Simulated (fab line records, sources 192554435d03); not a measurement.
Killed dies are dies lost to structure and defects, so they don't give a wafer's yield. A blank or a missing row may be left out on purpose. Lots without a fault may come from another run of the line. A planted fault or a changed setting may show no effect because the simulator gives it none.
Which tool did it? | flow n5_finfet | 24 lots, 72 wafers sampled, at 6 steps of a route of 1938

WHAT THE GAUGES READ, wafer by wafer
The record holds no reading of a measuring or inspecting step that can be judged against a usual standard deviation.

WHICH TOOL RAN EACH LOT (tool, then ch and the chambers of the sampled wafers, then the start)
lot  | N5_BEOL_M3_HM_DEP_02         | N5_BEOL_M3_ETCH_41                            | N5_BEOL_M3_DEGAS_44          | N5_BEOL_M3_SURFACE_TREAT_85  | N5_BEOL_M3_ANNEAL_82         | N5_BEOL_M3_SPUTTER_92
L075 | pvd_sputter-02, day 6 23:13  | rie_diel-01 ch 1,2,3, day 7 02:53 or earlier  | pvd_sputter-02, day 7 02:53  | pvd_sputter-01, day 7 03:13  | pvd_sputter-01, day 7 03:58  | pvd_sputter-01, day 7 04:46
L074 | pvd_sputter-01, day 7 03:02  | rie_diel-04 ch 0,2,3, day 7 05:57 or earlier  | pvd_sputter-01, day 7 05:57  | pvd_sputter-03, day 7 06:23  | pvd_sputter-02, day 7 08:52  | pvd_sputter-02, day 7 09:40
L076 | pvd_sputter-02, day 7 05:31  | rie_diel-04 ch 0,1,3, day 7 10:33 or earlier  | pvd_sputter-02, day 7 10:33  | pvd_sputter-03, day 7 10:57  | pvd_sputter-03, day 7 11:55  | pvd_sputter-03, day 7 12:43
L077 | pvd_sputter-02, day 7 10:11  | rie_diel-01 ch 1,2,3, day 7 15:33 or earlier  | pvd_sputter-02, day 7 15:33  | pvd_sputter-03, day 7 16:01  | pvd_sputter-03, day 7 18:28  | pvd_sputter-03, day 7 19:16
L079 | pvd_sputter-03, day 8 00:37  | rie_diel-03 ch 0,2,3, day 8 09:44 or earlier  | pvd_sputter-01, day 8 09:44  | pvd_sputter-03, day 8 10:13  | pvd_sputter-03, day 8 12:44  | pvd_sputter-03, day 8 13:32
L078 | pvd_sputter-01, day 8 09:22  | rie_diel-01 ch 1,2, day 8 14:19 or earlier    | pvd_sputter-02, day 8 14:19  | pvd_sputter-03, day 8 14:40  | pvd_sputter-01, day 8 15:26  | pvd_sputter-01, day 8 16:14
L080 | pvd_sputter-03, day 8 15:50  | rie_diel-01 ch 0,2, day 9 00:10 or earlier    | pvd_sputter-02, day 9 00:10  | pvd_sputter-03, day 9 00:33  | pvd_sputter-03, day 9 01:19  | pvd_sputter-03, day 9 02:07
L081 | pvd_sputter-01, day 8 20:10  | rie_diel-01 ch 0,1, day 9 03:25 or earlier    | pvd_sputter-03, day 9 03:25  | pvd_sputter-03, day 9 03:57  | pvd_sputter-02, day 9 04:41  | pvd_sputter-02, day 9 05:29
L082 | pvd_sputter-01, day 8 20:25  | rie_diel-04 ch 1,2,3, day 9 03:25 or earlier  | pvd_sputter-01, day 9 03:25  | pvd_sputter-01, day 9 03:55  | pvd_sputter-01, day 9 04:40  | pvd_sputter-01, day 9 05:28
L083 | pvd_sputter-03, day 8 22:40  | rie_diel-03 ch 0,1,2, day 9 03:45 or earlier  | pvd_sputter-03, day 9 03:45  | pvd_sputter-02, day 9 04:05  | pvd_sputter-03, day 9 05:11  | pvd_sputter-03, day 9 05:59
L084 | pvd_sputter-03, day 9 18:19  | rie_diel-01 ch 0,1,3, day 9 21:49 or earlier  | pvd_sputter-01, day 9 21:49  | pvd_sputter-01, day 9 22:11  | pvd_sputter-02, day 9 23:04  | pvd_sputter-02, day 9 23:52
L085 | pvd_sputter-02, day 10 03:35 | rie_diel-04 ch 0,1,2, day 10 06:51 or earlier | pvd_sputter-01, day 10 06:51 | pvd_sputter-01, day 10 07:13 | pvd_sputter-03, day 10 08:00 | pvd_sputter-03, day 10 08:48
L086 | pvd_sputter-03, day 10 05:07 | rie_diel-01 ch 0,1,3, day 10 10:46 or earlier | pvd_sputter-01, day 10 10:46 | pvd_sputter-03, day 10 11:06 | pvd_sputter-02, day 10 12:02 | pvd_sputter-02, day 10 12:50
L087 | pvd_sputter-03, day 11 01:04 | rie_diel-03 ch 1,2, day 11 04:08 or earlier   | pvd_sputter-02, day 11 04:08 | pvd_sputter-02, day 11 04:29 | pvd_sputter-02, day 11 05:16 | pvd_sputter-02, day 11 06:04
L088 | pvd_sputter-03, day 11 06:46 | rie_diel-01 ch 1,2, day 11 11:55 or earlier   | pvd_sputter-03, day 11 11:55 | pvd_sputter-03, day 11 12:14 | pvd_sputter-02, day 11 12:59 | pvd_sputter-02, day 11 13:47
L089 | pvd_sputter-03, day 11 06:57 | rie_diel-04 ch 1,3, day 11 11:59 or earlier   | pvd_sputter-02, day 11 11:59 | pvd_sputter-03, day 11 12:23 | pvd_sputter-02, day 11 14:49 | pvd_sputter-02, day 11 15:37
L091 | pvd_sputter-03, day 11 09:32 | rie_diel-04 ch 2,3, day 11 15:26 or earlier   | pvd_sputter-03, day 11 15:26 | pvd_sputter-03, day 11 15:50 | pvd_sputter-01, day 11 16:36 | pvd_sputter-01, day 11 17:24
L090 | pvd_sputter-03, day 11 11:27 | rie_diel-03 ch 1,3, day 11 15:36 or earlier   | pvd_sputter-03, day 11 15:36 | pvd_sputter-01, day 11 16:00 | pvd_sputter-02, day 11 17:00 | pvd_sputter-02, day 11 17:48
L092 | pvd_sputter-03, day 11 18:24 | rie_diel-04 ch 0,1,2, day 12 00:26 or earlier | pvd_sputter-02, day 12 00:26 | pvd_sputter-03, day 12 00:47 | pvd_sputter-01, day 12 01:38 | pvd_sputter-01, day 12 02:26
L093 | pvd_sputter-02, day 12 00:13 | rie_diel-03 ch 1,2, day 12 05:49 or earlier   | pvd_sputter-02, day 12 05:49 | pvd_sputter-03, day 12 06:16 | pvd_sputter-02, day 12 07:12 | pvd_sputter-02, day 12 08:00
L094 | pvd_sputter-02, day 12 01:10 | rie_diel-04 ch 0,1, day 12 06:19 or earlier   | pvd_sputter-03, day 12 06:19 | pvd_sputter-03, day 12 08:20 | pvd_sputter-02, day 12 09:13 | pvd_sputter-02, day 12 10:01
L095 | pvd_sputter-03, day 12 06:23 | rie_diel-01 ch 0,1,3, day 12 13:58 or earlier | pvd_sputter-01, day 12 13:58 | pvd_sputter-01, day 12 14:30 | pvd_sputter-01, day 12 15:19 | pvd_sputter-01, day 12 16:07
L096 | pvd_sputter-03, day 12 21:41 | rie_diel-03 ch 0,2,3, day 13 00:43 or earlier | pvd_sputter-03, day 13 00:43 | pvd_sputter-02, day 13 01:04 | pvd_sputter-03, day 13 02:01 | pvd_sputter-03, day 13 02:49
L097 | pvd_sputter-03, day 13 03:20 | rie_diel-01 ch 0,1,2, day 13 06:59 or earlier | pvd_sputter-02, day 13 06:59 | pvd_sputter-02, day 13 07:19 | pvd_sputter-02, day 13 08:05 | pvd_sputter-02, day 13 08:53
- N5_BEOL_M3_HM_DEP_02: deposits TiN, target thk 20 nm.
- N5_BEOL_M3_ETCH_41: etches SiCN in CH3F/O2, target depth 29.9 nm, time 52.5 s.
- N5_BEOL_M3_DEGAS_44: time 60 s.
- N5_BEOL_M3_SURFACE_TREAT_85
- N5_BEOL_M3_ANNEAL_82: time 240 s.
- N5_BEOL_M3_SPUTTER_92: material Cu, target thk 4.5 nm, time 8.29 s.

WHAT THE TOOLS THEMSELVES READ (means of the sampled wafers that have a number; where no wafer has one, the mark that the record gives instead)
N5_BEOL_M3_HM_DEP_02.
lot  | tool           | throttle_valve_pct (%)
L075 | pvd_sputter-02 | 28.8
L074 | pvd_sputter-01 | 30.4
L076 | pvd_sputter-02 | 28.8
L077 | pvd_sputter-02 | 29.3
L079 | pvd_sputter-03 | 30.0
L078 | pvd_sputter-01 | 29.8
L080 | pvd_sputter-03 | 29.7
L081 | pvd_sputter-01 | 30.3
L082 | pvd_sputter-01 | 30.1
L083 | pvd_sputter-03 | 29.7
L084 | pvd_sputter-03 | 29.1
L085 | pvd_sputter-02 | 29.0
L086 | pvd_sputter-03 | 29.5
L087 | pvd_sputter-03 | 30.1
L088 | pvd_sputter-03 | 29.3
L089 | pvd_sputter-03 | 30.3
L091 | pvd_sputter-03 | 29.8
L090 | pvd_sputter-03 | 29.7
L092 | pvd_sputter-03 | 30.1
L093 | pvd_sputter-02 | 29.2
L094 | pvd_sputter-02 | 29.8
L095 | pvd_sputter-03 | 30.1
L096 | pvd_sputter-03 | 30.1
L097 | pvd_sputter-03 | 28.9

N5_BEOL_M3_ETCH_41.
lot  | tool        | O2_flow_sccm (sccm) | drypump_motor_current_A (A) | oes_product_au (a.u.) | rf_vpp_V (V) | showerhead_plenum_p_Torr (Torr) | throttle_valve_pct (%)
L075 | rie_diel-01 | 20.00               | 5.5                         | 0.80                  | 296.9        | 2.00                            | 16.15
L074 | rie_diel-04 | 20.04               | 5.7                         | 0.76                  | 296.7        | 1.97                            | 16.24
L076 | rie_diel-04 | 19.97               | 5.6                         | 0.72                  | 295.3        | 1.90                            | 16.29
L077 | rie_diel-01 | 20.05               | 5.5                         | 0.81                  | 296.5        | 1.99                            | 16.16
L079 | rie_diel-03 | 20.03               | 5.6                         | 0.77                  | 297.3        | 1.99                            | 16.18
L078 | rie_diel-01 | 20.02               | 5.6                         | 0.82                  | 295.8        | 1.94                            | 16.12
L080 | rie_diel-01 | 19.99               | 5.0                         | 0.88                  | 296.1        | 1.96                            | 16.06
L081 | rie_diel-01 | 20.05               | 5.5                         | 0.87                  | 296.1        | 1.96                            | 16.05
L082 | rie_diel-04 | 19.99               | 5.7                         | 0.77                  | 295.8        | 1.93                            | 16.10
L083 | rie_diel-03 | 20.04               | 5.8                         | 0.76                  | 298.1        | 2.01                            | 16.25
L084 | rie_diel-01 | 20.07               | 5.4                         | 0.83                  | 297.0        | 2.01                            | 16.09
L085 | rie_diel-04 | 20.02               | 5.9                         | 0.76                  | 296.2        | 1.94                            | 16.20
L086 | rie_diel-01 | 20.01               | 5.4                         | 0.82                  | 296.9        | 2.01                            | 16.11
L087 | rie_diel-03 | 20.02               | 5.9                         | 0.93                  | 298.7        | 2.04                            | 16.19
L088 | rie_diel-01 | 20.03               | 5.6                         | 0.80                  | 296.8        | 1.94                            | 16.18
L089 | rie_diel-04 | 19.95               | 5.5                         | 0.72                  | 294.3        | 1.85                            | 16.19
L091 | rie_diel-04 | 20.08               | 5.5                         | 0.74                  | 297.3        | 1.95                            | 16.19
L090 | rie_diel-03 | 19.98               | 5.9                         | 0.75                  | 297.0        | 2.00                            | 16.49
L092 | rie_diel-04 | 19.98               | 5.9                         | 0.86                  | 295.4        | 1.94                            | 16.07
L093 | rie_diel-03 | 20.02               | 5.5                         | 0.89                  | 298.0        | 2.03                            | 16.08
L094 | rie_diel-04 | 19.99               | 5.7                         | 0.90                  | 295.4        | 1.91                            | 16.13
L095 | rie_diel-01 | 20.01               | 5.4                         | 0.81                  | 296.9        | 2.00                            | 16.13
L096 | rie_diel-03 | 19.99               | 5.6                         | 0.94                  | 296.9        | 1.98                            | 15.93
L097 | rie_diel-01 | 19.96               | 5.3                         | 0.82                  | 296.7        | 1.94                            | 16.15

N5_BEOL_M3_DEGAS_44.
lot  | tool           | heater_power_w (W)
L075 | pvd_sputter-02 | 339
L074 | pvd_sputter-01 | 335
L076 | pvd_sputter-02 | 352
L077 | pvd_sputter-02 | 346
L079 | pvd_sputter-01 | 365
L078 | pvd_sputter-02 | 350
L080 | pvd_sputter-02 | 355
L081 | pvd_sputter-03 | 366
L082 | pvd_sputter-01 | 365
L083 | pvd_sputter-03 | 365
L084 | pvd_sputter-01 | 352
L085 | pvd_sputter-01 | 336
L086 | pvd_sputter-01 | 359
L087 | pvd_sputter-02 | 347
L088 | pvd_sputter-03 | 337
L089 | pvd_sputter-02 | 352
L091 | pvd_sputter-03 | 348
L090 | pvd_sputter-03 | 359
L092 | pvd_sputter-02 | 351
L093 | pvd_sputter-02 | 351
L094 | pvd_sputter-03 | 344
L095 | pvd_sputter-01 | 348
L096 | pvd_sputter-03 | 367
L097 | pvd_sputter-02 | 346

N5_BEOL_M3_ANNEAL_82.
lot  | tool           | heater_power_w (W)
L075 | pvd_sputter-01 | 872
L074 | pvd_sputter-02 | 843
L076 | pvd_sputter-03 | 862
L077 | pvd_sputter-03 | 839
L079 | pvd_sputter-03 | 916
L078 | pvd_sputter-01 | 879
L080 | pvd_sputter-03 | 840
L081 | pvd_sputter-02 | 862
L082 | pvd_sputter-01 | 840
L083 | pvd_sputter-03 | 868
L084 | pvd_sputter-02 | 874
L085 | pvd_sputter-03 | 848
L086 | pvd_sputter-02 | 863
L087 | pvd_sputter-02 | 848
L088 | pvd_sputter-02 | 887
L089 | pvd_sputter-02 | 851
L091 | pvd_sputter-01 | 879
L090 | pvd_sputter-02 | 866
L092 | pvd_sputter-01 | 918
L093 | pvd_sputter-02 | 849
L094 | pvd_sputter-02 | 849
L095 | pvd_sputter-01 | 862
L096 | pvd_sputter-03 | 828
L097 | pvd_sputter-02 | 858

N5_BEOL_M3_SPUTTER_92.
lot  | tool           | throttle_valve_pct (%)
L075 | pvd_sputter-01 | 30.4
L074 | pvd_sputter-02 | 29.9
L076 | pvd_sputter-03 | 30.1
L077 | pvd_sputter-03 | 29.5
L079 | pvd_sputter-03 | 30.0
L078 | pvd_sputter-01 | 30.7
L080 | pvd_sputter-03 | 29.4
L081 | pvd_sputter-02 | 28.4
L082 | pvd_sputter-01 | 31.5
L083 | pvd_sputter-03 | 30.1
L084 | pvd_sputter-02 | 30.0
L085 | pvd_sputter-03 | 29.5
L086 | pvd_sputter-02 | 29.4
L087 | pvd_sputter-02 | 29.4
L088 | pvd_sputter-02 | 29.5
L089 | pvd_sputter-02 | 28.9
L091 | pvd_sputter-01 | 29.8
L090 | pvd_sputter-02 | 30.0
L092 | pvd_sputter-01 | 30.4
L093 | pvd_sputter-02 | 29.2
L094 | pvd_sputter-02 | 29.1
L095 | pvd_sputter-01 | 30.4
L096 | pvd_sputter-03 | 29.2
L097 | pvd_sputter-02 | 29.0

THE ANSWER, worked out from the rows above alone
Rule: what is usual is taken from the lots themselves. Put in order of their means at a reading, lots are off if they are a third of the lots or fewer, leave a main group of 4 or more, and stand apart from it by a gap of 3 or more times the standard deviation of the main group's means; of several such gaps the widest counts. A main group whose means are all the same, to the digits that the tables above print for the reading, isn't used. A lot without any number at a reading at which 4 lots or more have one is off too. The other lots that the step has rows for count as sound. The gauges are gone through in route order, then the tools' own readings, and for those a lot's mean is taken as printed above. The first step at which some lot is off is used, and at that step the reading that is off furthest; a lot without a number counts as furthest.
No lot is off at any reading shown: from this, nothing can be told.

WHAT THE SIMULATOR HAD PUT IN
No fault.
